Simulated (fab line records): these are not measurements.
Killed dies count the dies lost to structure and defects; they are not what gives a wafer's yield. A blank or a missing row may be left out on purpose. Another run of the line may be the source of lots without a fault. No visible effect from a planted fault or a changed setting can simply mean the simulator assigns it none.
Matching of chambers	flow nand harc	cmp-04 running NHARC_A_STAIRCASE_CMP_152: 4 sister chambers
The step polishes. 8 wafers are shown with their chamber, then 9 later ones without.

## WAFERS PAIRED WITH THEIR CHAMBERS
wafer	chamber	motor current A (A)	slurry filter dp kPa (kPa)
L083.6	1	11.7	13.51
L086.1	0	11.3	13.68
L088.1	2	11.3	13.15
L088.2	1	11.5	13.59
L088.4	3	12.9	13.43
L089.2	0	11.8	13.57
L089.3	2	11.0	13.57
L089.6	3	13.6	13.35

## WAFERS WITH NO CHAMBER GIVEN
wafer	motor current A (A)	slurry filter dp kPa (kPa)
L091.1	11.4	13.54
L091.4	12.9	13.40
L091.6	11.3	13.60
L095.2	11.3	13.31
L095.4	12.3	13.64
L095.5	12.9	13.53
L097.2	12.8	13.45
L097.3	11.7	13.47
L097.6	11.7	13.50

## THE CHAMBER EACH PASSED THROUGH
wafer	from the rows above	in truth
L091.1	can't be placed: 1 or 0 or 2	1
L091.4	3	3
L091.6	can't be placed: 0 or 1 or 2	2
L095.2	can't be placed: 2 or 1 or 0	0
L095.4	can't be placed: 1 or 0 or 3 or 2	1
L095.5	3	3
L097.2	3	3
L097.3	can't be placed: 1 or 0 or 2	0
L097.6	can't be placed: 1 or 0 or 2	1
3 of 9 placed correctly. Unplaceable from these rows: 6, with the true chamber sitting among the candidates in 6. 0 placed wrongly.
How it was worked out, from the rows above alone: a wafer's distance from a chamber is the root of the sum, over the readings, of the square of ((its reading less the chamber's mean) divided by the reading's scatter). If the next closest chamber is less than 2 further off than the closest, the wafer can't be placed; otherwise it belongs to the closest. The mean given for a chamber averages the wafers shown for that chamber. How the scatter is found: for the shown wafers, subtract from each reading the mean of its chamber, square and add these, divide the total by (wafers less chambers), then take the root.
